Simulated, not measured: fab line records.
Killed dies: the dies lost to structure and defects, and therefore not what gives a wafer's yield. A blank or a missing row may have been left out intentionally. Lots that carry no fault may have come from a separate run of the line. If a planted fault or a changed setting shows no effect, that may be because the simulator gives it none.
Matching of chambers / flow n5Finfet / N5_BEOL_M12_DESCUM_15 on rieDiel-06 has 4 sister chambers
The step chemistry O2, time 7.9 s. 4 wafers are shown with their chamber, then 8 later ones without.

== EACH WAFER AND ITS CHAMBER ==
wafer=L087.6; chamber=0; throttleValvePct (%)=20.62
wafer=L085.5; chamber=1; throttleValvePct (%)=20.74
wafer=L085.6; chamber=2; throttleValvePct (%)=20.96
wafer=L090.1; chamber=3; throttleValvePct (%)=20.34

== WAFERS WHOSE CHAMBER IS MISSING ==
wafer=L090.4; throttleValvePct (%)=20.75
wafer=L090.5; throttleValvePct (%)=20.64
wafer=L089.1; throttleValvePct (%)=20.63
wafer=L089.4; throttleValvePct (%)=20.96
wafer=L089.6; throttleValvePct (%)=20.63
wafer=L091.1; throttleValvePct (%)=20.78
wafer=L091.4; throttleValvePct (%)=20.63
wafer=L091.5; throttleValvePct (%)=20.36

== WHICH CHAMBER EACH WENT THROUGH ==
wafer=L090.4; from the rows above=1; in truth=1
wafer=L090.5; from the rows above=0; in truth=0
wafer=L089.1; from the rows above=0; in truth=0
wafer=L089.4; from the rows above=2; in truth=2
wafer=L089.6; from the rows above=0; in truth=0
wafer=L091.1; from the rows above=1; in truth=1
wafer=L091.4; from the rows above=0; in truth=0
wafer=L091.5; from the rows above=3; in truth=3
Correct placement for 8 of the 8. Left unplaced by these rows: 0. Placed wrongly: 0.
How it was worked out, from the rows above alone: a wafer's distance from a chamber is the root of the sum, over the readings, of the square of ((its reading less the chamber's mean) divided by the reading's scatter). The wafer belongs to the nearest chamber; if the next one is less than 2 further off, it can't be placed. Each chamber's mean is taken over the wafers shown for it. The scatter (one wafer shown for each chamber): square how far every hidden wafer sits from the nearest shown wafer, average those squares and take the square root.
